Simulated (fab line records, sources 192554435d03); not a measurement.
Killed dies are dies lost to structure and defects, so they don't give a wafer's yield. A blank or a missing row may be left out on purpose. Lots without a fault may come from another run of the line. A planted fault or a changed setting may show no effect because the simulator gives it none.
A struck lot beside a sound one | flow n5_finfet | 16 steps out of a route of 1938
Sound: wafers L859.2, L859.3, L859.5. Struck: wafers L868.2, L868.3, L868.5. The cause comes at the end.
At each step with rows: each side's tool, then ch and its chambers, then its first start. Under that, the readings that differ: sound wafers | struck wafers | difference of the means | sigmas: that difference in standard deviations of wafers without a fault.
alike: readings whose means differ by less than 2 such deviations, and words and numbers that are the same on both sides. not compared: withheld readings, readings that some wafer has no value for, bounds like >300 that may hide the same value, and numbers for which the record gives no deviation and whose values overlap.
The two part at a step that has a row with sigmas, a row that says differs or no value, or rows on one side only. Numbers that don't overlap but have no deviation are shown without sigmas and don't part them. A reading that every wafer of one side lacks parts them only if that side has two wafers or more.

N5_BEOL_M2_PRE_CLEAN_60: time 15 s.
  sound on cvd_co-01 ch 1,2, day 7 02:10; struck on cvd_co-02 ch 0,1, day 9 13:13
  alike: heater_power_w
N5_BEOL_M2_CO_CAP_55: material Co, precursor CCTBA/H2, target thk 2 nm, time 102.1 s.
  sound on cvd_co-01 ch 1,2, day 7 02:12; struck on cvd_co-02 ch 0,1, day 9 13:15
  alike: heater_power_w
then, 1 step without rows for these wafers: N5_BEOL_M2_PRE_CLEAN_56 (time 15 s).
N5_BEOL_M2_DEP_57: deposits SiCN from 3MS/NH3, target thk 8 nm, time 14 s.
  sound on pecvd-04 ch 0,1,2, day 7 02:19; struck on pecvd-03 ch 0,1,2, day 9 13:22
  alike: showerhead_plenum_p_Torr, throttle_valve_pct
N5_BEOL_M2_RS_MEAS_58: measures by four-point-probe.
  sound on film_metro-01, day 7 02:24; struck on film_metro-02, day 9 13:26
  reading        | sound          | struck         | difference | sigmas
  M2_RS (ohm/sq) | 0.70 0.60 0.67 | 0.78 0.72 0.72 | +0.08      | +2
N5_BEOL_M2_INSPECT_59: inspects for defects (darkfield).
  sound on defect_inspect-01, day 7 02:25; struck on defect_inspect-01, day 9 13:28
  alike: raw_defect_count
N5_BEOL_M3_ILD_DEP_00: deposits SiOC from DEMS/O2, target thk 79 nm, time 15.3 s.
  sound on pecvd-04 ch 0,2, day 7 02:28; struck on pecvd-04 ch 1,2, day 9 13:30
  alike: heater_power_w, showerhead_plenum_p_Torr, throttle_valve_pct
N5_BEOL_M3_THK_MEAS_01:
  sound on film_metro-01, day 7 02:31; struck on film_metro-02, day 9 13:34
  alike: M3_ILD_THK
then, 1 step without rows for these wafers: N5_BEOL_M3_PECVD_72 (deposits SiO2 from TEOS/O2, target thk 16 nm, time 18 s).
N5_BEOL_M3_HM_DEP_02: deposits TiN, target thk 20 nm.
  sound on pvd_sputter-02, day 7 04:04; struck on pvd_sputter-01, day 9 15:26
  alike: throttle_valve_pct
then, 2 steps without rows for these wafers: N5_BEOL_M3_COAT_61 (time 60 s, resist thk 60 nm); N5_BEOL_M3_COAT_62 (time 60 s, resist thk 12 nm).
N5_BEOL_M3_COAT_73: time 60 s, resist thk 5 nm.
  sound on litho_track-04 ch 0, day 7 04:12; struck on litho_track-04 ch 0, day 9 15:34
  reading                  | sound                | struck               | difference | sigmas
  heater_power_total_W (W) | 389.6 392.7 393.7    | 397.6 395.9 394.6    | +4.0       | +3
  plate_temp_C (C)         | 204.91 204.73 204.87 | 206.81 207.06 206.87 | +2.08      | +12
  alike: chill_plate_temp_C, dispense_pressure_kPa
then, 1 step without rows for these wafers: N5_BEOL_M3_COAT_05 (resist thk 30 nm).
N5_BEOL_M4_RC_MEAS_101:
  sound on prober-02 ch 0, day 7 21:01; struck on prober-01 ch 0, day 10 16:00
  alike: DIBL_N, DIBL_P, IOFF_N, IOFF_P, ION_N, ION_P, SS_N, SS_P, VT_N, VT_P
-- the record jumps here: 5 days lie between the struck wafers' starts before and after (it left off in module BEOL_M4 and takes up again in module PASSIVATION, whose first step shown is number 1936 of the route) --
N5_PASSIVATION_PROBE_49:
  sound on prober-02, day 12 02:53; struck on prober-01, day 15 06:37
  reading         | sound    | struck | difference | sigmas
  killed_at_M4_up | 26 14 20 | 11 9 7 | -11        | -2
  alike: defect_limited_yield, killed_at_M0_to_M3, killed_at_contacts, killed_at_front_end, killed_at_other, killed_dies, killed_open, killed_short, sort_bin_4_leakage, sort_bin_5_function, sort_bin_6_memory, sort_n_pass, sort_yield_pct

WHERE THEY PART
First at N5_BEOL_M2_RS_MEAS_58; last, within this record, at N5_PASSIVATION_PROBE_49.

WHY: what the simulator had put in
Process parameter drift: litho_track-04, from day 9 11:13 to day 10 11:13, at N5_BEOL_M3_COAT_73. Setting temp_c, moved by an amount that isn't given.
